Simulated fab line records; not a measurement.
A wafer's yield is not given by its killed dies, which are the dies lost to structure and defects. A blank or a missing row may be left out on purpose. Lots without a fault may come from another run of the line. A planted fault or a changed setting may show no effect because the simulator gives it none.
What tool caused it? / flow nand_harc / 33 wafers from 11 lots sampled at 2 of the route's 1159 steps

## WHAT THE GAUGES READ, wafer by wafer
NHARC_P_ZERO_WELL_CD_MEAS_37: target cd 720 nm.
lot=L075; measured=day 1 22:10; on=cd_sem-02; cd_nm (nm)=717.7 719.8 718.3
lot=L077; measured=day 2 10:05; on=cd_sem-02; cd_nm (nm)=720.9 723.7 723.5
lot=L079; measured=day 2 22:09; on=cd_sem-02; cd_nm (nm)=719.3 721.7 721.6
lot=L081; measured=day 3 10:06; on=cd_sem-03; cd_nm (nm)=720.5 724.2 720.7
lot=L083; measured=day 3 22:08; on=cd_sem-01; cd_nm (nm)=721.8 720.3 718.2
lot=L086; measured=day 4 16:18; on=cd_sem-03; cd_nm (nm)=720.3 719.7 721.2
lot=L088; measured=day 5 04:41; on=cd_sem-01; cd_nm (nm)=717.0 722.9 722.2
lot=L090; measured=day 5 16:07; on=cd_sem-03; cd_nm (nm)=721.4 723.2 722.8
lot=L092; measured=day 6 03:53; on=cd_sem-02; cd_nm (nm)=719.5 719.5 722.0
lot=L094; measured=day 6 16:06; on=cd_sem-01; cd_nm (nm)=721.6 719.2 723.8
lot=L096; measured=day 7 04:03; on=cd_sem-03; cd_nm (nm)=721.2 720.9 718.8

## TOOL THAT RAN EACH LOT (tool first, then ch and the chambers of the sampled wafers, then the start)
lot=L075; NHARC_P_ZERO_WELL_DESCUM_13=rie_diel-07 ch 0,1,3, day 1 19:28
lot=L077; NHARC_P_ZERO_WELL_DESCUM_13=rie_diel-07 ch 2,3, day 2 07:23
lot=L079; NHARC_P_ZERO_WELL_DESCUM_13=rie_diel-07 ch 0,2, day 2 19:25
lot=L081; NHARC_P_ZERO_WELL_DESCUM_13=rie_diel-05 ch 0,1,2, day 3 07:24
lot=L083; NHARC_P_ZERO_WELL_DESCUM_13=rie_diel-05 ch 0,3, day 3 19:32
lot=L086; NHARC_P_ZERO_WELL_DESCUM_13=rie_diel-07 ch 1,2,3, day 4 13:26
lot=L088; NHARC_P_ZERO_WELL_DESCUM_13=rie_diel-07 ch 1,2,3, day 5 01:53
lot=L090; NHARC_P_ZERO_WELL_DESCUM_13=rie_diel-13 ch 0,3, day 5 13:25
lot=L092; NHARC_P_ZERO_WELL_DESCUM_13=rie_diel-13 ch 0,3, day 6 01:19
lot=L094; NHARC_P_ZERO_WELL_DESCUM_13=rie_diel-13 ch 0,1, day 6 13:23
lot=L096; NHARC_P_ZERO_WELL_DESCUM_13=rie_diel-05 ch 0,3, day 7 01:19
- NHARC_P_ZERO_WELL_DESCUM_13: chemistry O2, time 3 s.

## THE ANSWER, worked out from the rows above alone
Rule: what is usual is taken from the lots themselves. The widest of any qualifying gaps counts: lots, ordered by their means at a reading, are off when they make up no more than a third of the lots, leave a main group of 4 or more, and stand apart from it by 3 or more times the standard deviation of that group's means. A main group is skipped when, at the precision printed for the reading in the tables above, its means are all equal. Also off: a lot with no number at a reading for which 4 or more lots have one. The other lots that the step has rows for count as sound.
None of the lots is off at any reading shown; this tells nothing.

## WHAT THE SIMULATOR HAD PUT IN
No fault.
